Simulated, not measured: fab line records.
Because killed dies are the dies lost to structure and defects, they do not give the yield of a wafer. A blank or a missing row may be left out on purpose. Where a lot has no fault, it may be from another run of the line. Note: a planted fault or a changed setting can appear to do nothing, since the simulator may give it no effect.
The same fault as seen by 2 desks ; flow nand-harc ; each desk holds nothing but its own numbers, with what lay behind them at the end

FROM THE METROLOGY DESK
Lot by lot, what the gauges showed, no matter which tool ran the lot: averages of those sampled wafers that carry a number. If a lot's mean is further than 4 standard deviations from the usual mean, the lot is out of limits and carries the mark OUT (the distance appears in the brackets).
Columns: A = thk-nm at NHARC_A_ONON_D2_THK_MEAS_02, usual 997 nm
lot;first seen here;A
L181;day 12 06:33;998
L182;day 12 20:28;1007
L185;day 13 17:36;1008
L184;day 13 17:37;998
L186;day 14 13:34;994
L190;day 16 01:05;979
L188;day 16 01:16;1006
L191;day 17 04:37;995
L192;day 17 04:47;990
L193;day 17 08:02;990
L196;day 18 23:31;996
L202;day 21 09:40;1001
L203;day 21 23:20;999
L204;day 21 23:21;991
Result from this desk: across the 14 lots, nothing is out of limits.

DESK OF THE TOOL OWNER: rie-si-06
The tool's own readings at NHARC_A_DECK1_JOINT_ETCHBACK_00 (etches the open film in HBr, target depth 30 nm, time 17.4 s): means of the sampled wafers that have a number, for each lot that ran on this tool. If a lot's mean is further than 4 standard deviations from the usual mean, the lot is out of limits and carries the mark OUT (the distance appears in the brackets).
Columns: A = drypump-motor-current-A at NHARC_A_DECK1_JOINT_ETCHBACK_00, usual 5.8 A; B = oes-product-au at NHARC_A_DECK1_JOINT_ETCHBACK_00, usual 1.001 a.u.; C = run-length-s at NHARC_A_DECK1_JOINT_ETCHBACK_00, usual 38.6 s; D = throttle-valve-pct at NHARC_A_DECK1_JOINT_ETCHBACK_00, usual 23.266 %
lot;first seen here;A;B;C;D
L185;day 12 15:40;5.7;1.004;38.6;23.269
L186;day 13 07:11;5.6;1.005;38.8;23.260
L190;day 14 21:05;5.5;1.008;39.1;23.269
L191;day 15 16:11;5.8;1.003;38.6;23.269
L192;day 16 01:00;5.4;1.002;42.0 (+7.4) OUT;23.262
L193;day 16 05:44;5.3;1.007;42.6 (+8.7) OUT;23.257
L204;day 21 01:38;5.7;1.007;38.8;23.262
This desk finds L192, L193 out of limits, L192 being first, at day 16 01:00 (run-length-s at NHARC_A_DECK1_JOINT_ETCHBACK_00). L185, L186, L190, L191, L204 stayed within limits.

TAKEN TOGETHER
The tool owner's desk could have raised an alarm at day 16 01:00, on L192, L193.
At the metrology desk, nothing out of limits was observed.
The metrology desk has L192, L193 on record, within its limits.
The lots listed all ran NHARC_A_DECK1_JOINT_ETCHBACK_00 on rie-si-06.

WHAT WAS PUT IN BY THE SIMULATOR
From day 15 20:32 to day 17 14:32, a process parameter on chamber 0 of rie-si-06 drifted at NHARC_A_DECK1_JOINT_ETCHBACK_00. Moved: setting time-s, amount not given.
Lots struck among those shown: L192, L193.
Each desk's first reading out of limits, in hours after the fault started: the tool owner's desk, 4.
